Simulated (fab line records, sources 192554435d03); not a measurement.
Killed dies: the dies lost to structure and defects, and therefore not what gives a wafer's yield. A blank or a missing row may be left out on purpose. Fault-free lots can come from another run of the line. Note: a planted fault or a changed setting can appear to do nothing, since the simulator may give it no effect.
Which tool did it? ; flow n5Finfet ; Sampling: 11 lots, 33 wafers, 3 of 1938 route steps

## WHAT THE GAUGES READ, wafer by wafer
N5_BEOL_M4_INSPECT_59: inspects for defects (darkfield).
lot;measured;on;rawDefectCount
L130;day 8 02:38;defectInspect-01;73 55 66
L131;day 8 07:09;defectInspect-02;69 91 50
L132;day 8 17:52;defectInspect-02;70 68 70
L135;day 9 07:04;defectInspect-02;92 66 81
L134;day 9 09:36;defectInspect-01;91 78 70
L141;day 10 23:34;defectInspect-01;78 88 49
L143;day 11 17:53;defectInspect-01;64 61 55
L147;day 11 22:13;defectInspect-01;51 56 93
L148;day 12 19:10;defectInspect-01;94 95 69
L150;day 13 15:03;defectInspect-01;89 129 77
L152;day 13 17:55;defectInspect-01;92 102 87

N5_BEOL_M5_THK_MEAS_01.
lot;measured;on;M5_ILD_THK (nm)
L130;day 8 04:12;filmMetro-02;121.8 120.2 119.6
L131;day 8 08:43;filmMetro-02;119.4 120.7 121.6
L132;day 8 19:26;filmMetro-01;117.7 122.4 120.7
L135;day 9 08:37;filmMetro-01;117.9 120.5 120.7
L134;day 9 11:10;filmMetro-01;119.4 120.6 123.6
L141;day 11 01:29;filmMetro-02;110.1 120.6 109.9
L143;day 11 19:29;filmMetro-02;121.4 122.7 122.5
L147;day 11 23:47;filmMetro-02;119.1 120.4 121.7
L148;day 12 20:43;filmMetro-01;118.4 120.4 121.4
L150;day 13 18:11;filmMetro-02;119.1 121.3 120.6
L152;day 13 20:55;filmMetro-02;119.6 121.8 122.4

## TOOL THAT RAN EACH LOT (tool first, then ch and the chambers of the sampled wafers, then the start)
lot;N5_BEOL_M5_ILD_DEP_00
L130;pecvd-03 ch 0,1,2, day 8 03:38
L131;pecvd-01 ch 0,2, day 8 08:09
L132;pecvd-01 ch 0,2, day 8 18:52
L135;pecvd-04 ch 0,2, day 9 08:03
L134;pecvd-04 ch 0,1,2, day 9 10:36
L141;pecvd-04 ch 0,2, day 11 00:33
L143;pecvd-01 ch 0,1, day 11 18:53
L147;pecvd-03 ch 0,1,2, day 11 23:13
L148;pecvd-03 ch 0,1,2, day 12 20:09
L150;pecvd-01 ch 0,1,2, day 13 16:02
L152;pecvd-01 ch 0,1,2, day 13 18:54
- N5_BEOL_M5_ILD_DEP_00: deposits SiCOH lowk from DEMS/porogen, target thk 140.64 nm, time 25.9 s.

## WHAT THE TOOLS THEMSELVES READ (means of the sampled wafers that have a number; where no wafer has one, the mark that the record gives instead)
N5_BEOL_M5_ILD_DEP_00.
lot;tool;heaterPowerW (W);showerheadPlenumPTorr (Torr);susceptorTempC (C);throttleValvePct (%)
L130;pecvd-03;284;5.723;299.91;14.4
L131;pecvd-01;269;5.746;300.11;13.2
L132;pecvd-01;281;5.747;299.89;13.2
L135;pecvd-04;380;5.720;299.86;13.5
L134;pecvd-04;379;5.731;300.12;13.7
L141;pecvd-04;401;5.746;312.71;13.7
L143;pecvd-01;259;5.721;299.85;14.3
L147;pecvd-03;260;5.725;300.04;14.1
L148;pecvd-03;285;5.730;299.81;14.2
L150;pecvd-01;259;5.731;300.10;13.7
L152;pecvd-01;269;5.733;300.06;13.6

## THE ANSWER, worked out from the rows above alone
Rule: the usual values come from the lots themselves. Put in order of their means at a reading, lots are off if they are a third of the lots or fewer, leave a main group of 4 or more, and stand apart from it by a gap of 3 or more times the standard deviation of the main group's means; of several such gaps the widest counts. A main group whose means are all the same, to the digits that the tables above print for the reading, isn't used. Also off: a lot with no number at a reading for which 4 or more lots have one. The other lots that the step has rows for count as sound. Order of review: gauges by route order, followed by the tools' own readings, for which a lot's mean as printed above is used. The first step at which some lot is off is used, and at that step the reading that is off furthest; a lot without a number counts as furthest.
Off: L141, at N5_BEOL_M5_THK_MEAS_01 (M5_ILD_THK). The main group has a mean of 120.7 nm with a standard deviation of 0.68.
A tool fits if, at a process step before that reading, it ran every lot that is off, and no sound lot after the first of them. Not tried: the gauges at N5_BEOL_M5_THK_MEAS_01; whatever is off there is also off at N5_BEOL_M5_ILD_DEP_00, on other tools, and gauge error can't account for it. One fits: pecvd-04 at N5_BEOL_M5_ILD_DEP_00. A fault onset in the window from L134 (day 9 10:36, its last sound lot) to L141 (day 11 00:33, its first lot off) fits.
On the lots that are off, the tool's own readings at N5_BEOL_M5_ILD_DEP_00 differ by more than 5 times the standard deviation of the sound lots' means, which bears it out; susceptorTempC reads 312.71 C there versus 299.98 C on the sound lots.

## WHAT WAS PUT IN BY THE SIMULATOR
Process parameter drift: pecvd-04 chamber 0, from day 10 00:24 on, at N5_BEOL_M5_ILD_DEP_00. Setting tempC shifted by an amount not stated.
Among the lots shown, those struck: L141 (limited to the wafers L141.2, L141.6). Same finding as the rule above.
